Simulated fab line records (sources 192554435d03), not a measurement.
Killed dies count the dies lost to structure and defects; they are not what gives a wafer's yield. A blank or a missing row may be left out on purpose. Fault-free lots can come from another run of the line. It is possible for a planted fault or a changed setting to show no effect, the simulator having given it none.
Matching of chambers || flow n5 finfet || rie diel-02 running N5_BEOL_M1_ETCH_77: 4 sister chambers
The step etches underlayer in N2/H2, target depth 6.5 nm, time 5.2 s. 24 wafers are shown with their chamber, then 12 later ones without.

## WAFERS, EACH WITH ITS CHAMBER
{"wafer": "L074.2", "chamber": 1, "throttle valve pct (%)": 17.71, "drypump motor current A (A)": 5.6, "showerhead plenum p Torr (Torr)": 2.72}
{"wafer": "L074.4", "chamber": 2, "throttle valve pct (%)": 18.14, "drypump motor current A (A)": 6.5, "showerhead plenum p Torr (Torr)": 2.48}
{"wafer": "L074.5", "chamber": 1, "throttle valve pct (%)": 17.71, "drypump motor current A (A)": 5.6, "showerhead plenum p Torr (Torr)": 2.72}
{"wafer": "L079.1", "chamber": 1, "throttle valve pct (%)": 17.71, "drypump motor current A (A)": 5.7, "showerhead plenum p Torr (Torr)": 2.72}
{"wafer": "L079.4", "chamber": 2, "throttle valve pct (%)": 18.20, "drypump motor current A (A)": 6.5, "showerhead plenum p Torr (Torr)": 2.47}
{"wafer": "L079.6", "chamber": 0, "throttle valve pct (%)": 18.03, "drypump motor current A (A)": 5.1, "showerhead plenum p Torr (Torr)": 2.65}
{"wafer": "L080.2", "chamber": 0, "throttle valve pct (%)": 18.02, "drypump motor current A (A)": 5.1, "showerhead plenum p Torr (Torr)": 2.65}
{"wafer": "L080.3", "chamber": 2, "throttle valve pct (%)": 18.17, "drypump motor current A (A)": 6.5, "showerhead plenum p Torr (Torr)": 2.47}
{"wafer": "L080.6", "chamber": 0, "throttle valve pct (%)": 18.04, "drypump motor current A (A)": 5.1, "showerhead plenum p Torr (Torr)": 2.65}
{"wafer": "L083.1", "chamber": 0, "throttle valve pct (%)": 18.04, "drypump motor current A (A)": 5.1, "showerhead plenum p Torr (Torr)": 2.65}
{"wafer": "L083.3", "chamber": 3, "throttle valve pct (%)": 17.28, "drypump motor current A (A)": 5.9, "showerhead plenum p Torr (Torr)": 2.68}
{"wafer": "L083.6", "chamber": 0, "throttle valve pct (%)": 18.04, "drypump motor current A (A)": 5.1, "showerhead plenum p Torr (Torr)": 2.65}
{"wafer": "L085.4", "chamber": 1, "throttle valve pct (%)": 17.73, "drypump motor current A (A)": 5.6, "showerhead plenum p Torr (Torr)": 2.71}
{"wafer": "L085.5", "chamber": 0, "throttle valve pct (%)": 18.04, "drypump motor current A (A)": 5.1, "showerhead plenum p Torr (Torr)": 2.65}
{"wafer": "L085.6", "chamber": 1, "throttle valve pct (%)": 17.72, "drypump motor current A (A)": 5.6, "showerhead plenum p Torr (Torr)": 2.71}
{"wafer": "L087.2", "chamber": 1, "throttle valve pct (%)": 17.74, "drypump motor current A (A)": 5.6, "showerhead plenum p Torr (Torr)": 2.71}
{"wafer": "L087.5", "chamber": 3, "throttle valve pct (%)": 17.29, "drypump motor current A (A)": 5.8, "showerhead plenum p Torr (Torr)": 2.67}
{"wafer": "L087.6", "chamber": 2, "throttle valve pct (%)": 18.21, "drypump motor current A (A)": 6.5, "showerhead plenum p Torr (Torr)": 2.46}
{"wafer": "L086.1", "chamber": 2, "throttle valve pct (%)": 18.20, "drypump motor current A (A)": 6.5, "showerhead plenum p Torr (Torr)": 2.46}
{"wafer": "L086.3", "chamber": 3, "throttle valve pct (%)": 17.29, "drypump motor current A (A)": 5.8, "showerhead plenum p Torr (Torr)": 2.67}
{"wafer": "L086.4", "chamber": 0, "throttle valve pct (%)": 18.04, "drypump motor current A (A)": 5.1, "showerhead plenum p Torr (Torr)": 2.65}
{"wafer": "L090.3", "chamber": 3, "throttle valve pct (%)": 17.27, "drypump motor current A (A)": 5.9, "showerhead plenum p Torr (Torr)": 2.67}
{"wafer": "L090.4", "chamber": 0, "throttle valve pct (%)": 18.05, "drypump motor current A (A)": 5.1, "showerhead plenum p Torr (Torr)": 2.65}
{"wafer": "L090.6", "chamber": 2, "throttle valve pct (%)": 18.22, "drypump motor current A (A)": 6.5, "showerhead plenum p Torr (Torr)": 2.46}

SIGNATURES (averages over the wafers above)
{"reading": "throttle valve pct", "chamber 0": 18.0375, "chamber 1": 17.7200, "chamber 2": 18.1900, "chamber 3": 17.2825, "scatter within a chamber": 0.0174}
{"reading": "drypump motor current A", "chamber 0": 5.100, "chamber 1": 5.617, "chamber 2": 6.500, "chamber 3": 5.850, "scatter within a chamber": 0.0303}
{"reading": "showerhead plenum p Torr", "chamber 0": 2.6500, "chamber 1": 2.7150, "chamber 2": 2.4667, "chamber 3": 2.6725, "scatter within a chamber": 0.00528}
Rule: a wafer lies at a distance from a chamber equal to the root of the sum of squares, over the readings, of (its reading less the chamber's mean, divided by the reading's scatter). The wafer belongs to the nearest chamber; if the next one is less than 2 further off, it can't be placed. The scatter: the root of (the sum of the squares of (reading less its chamber's mean) over the shown wafers, divided by (wafers less chambers)).

## WAFERS WHOSE CHAMBER IS MISSING
{"wafer": "L091.1", "throttle valve pct (%)": 17.75, "drypump motor current A (A)": 5.6, "showerhead plenum p Torr (Torr)": 2.71}
{"wafer": "L091.3", "throttle valve pct (%)": 17.30, "drypump motor current A (A)": 5.8, "showerhead plenum p Torr (Torr)": 2.67}
{"wafer": "L091.5", "throttle valve pct (%)": 17.73, "drypump motor current A (A)": 5.6, "showerhead plenum p Torr (Torr)": 2.71}
{"wafer": "L096.1", "throttle valve pct (%)": 18.07, "drypump motor current A (A)": 5.1, "showerhead plenum p Torr (Torr)": 2.64}
{"wafer": "L096.2", "throttle valve pct (%)": 17.77, "drypump motor current A (A)": 5.7, "showerhead plenum p Torr (Torr)": 2.70}
{"wafer": "L096.5", "throttle valve pct (%)": 18.24, "drypump motor current A (A)": 6.5, "showerhead plenum p Torr (Torr)": 2.46}
{"wafer": "L095.2", "throttle valve pct (%)": 18.07, "drypump motor current A (A)": 5.1, "showerhead plenum p Torr (Torr)": 2.64}
{"wafer": "L095.3", "throttle valve pct (%)": 17.76, "drypump motor current A (A)": 5.6, "showerhead plenum p Torr (Torr)": 2.70}
{"wafer": "L095.5", "throttle valve pct (%)": 18.07, "drypump motor current A (A)": 5.1, "showerhead plenum p Torr (Torr)": 2.64}
{"wafer": "L097.2", "throttle valve pct (%)": 18.23, "drypump motor current A (A)": 6.5, "showerhead plenum p Torr (Torr)": 2.46}
{"wafer": "L097.3", "throttle valve pct (%)": 17.75, "drypump motor current A (A)": 5.6, "showerhead plenum p Torr (Torr)": 2.70}
{"wafer": "L097.6", "throttle valve pct (%)": 17.76, "drypump motor current A (A)": 5.7, "showerhead plenum p Torr (Torr)": 2.70}

## EACH ONE'S CHAMBER
{"wafer": "L091.1", "from the rows above": 1, "in truth": 1}
{"wafer": "L091.3", "from the rows above": 3, "in truth": 3}
{"wafer": "L091.5", "from the rows above": 1, "in truth": 1}
{"wafer": "L096.1", "from the rows above": 0, "in truth": 0}
{"wafer": "L096.2", "from the rows above": 1, "in truth": 1}
{"wafer": "L096.5", "from the rows above": 2, "in truth": 2}
{"wafer": "L095.2", "from the rows above": 0, "in truth": 0}
{"wafer": "L095.3", "from the rows above": 1, "in truth": 1}
{"wafer": "L095.5", "from the rows above": 0, "in truth": 0}
{"wafer": "L097.2", "from the rows above": 2, "in truth": 2}
{"wafer": "L097.3", "from the rows above": 1, "in truth": 1}
{"wafer": "L097.6", "from the rows above": 1, "in truth": 1}
12 of 12 placed correctly. Left unplaced by these rows: 0. Number placed wrongly: 0.
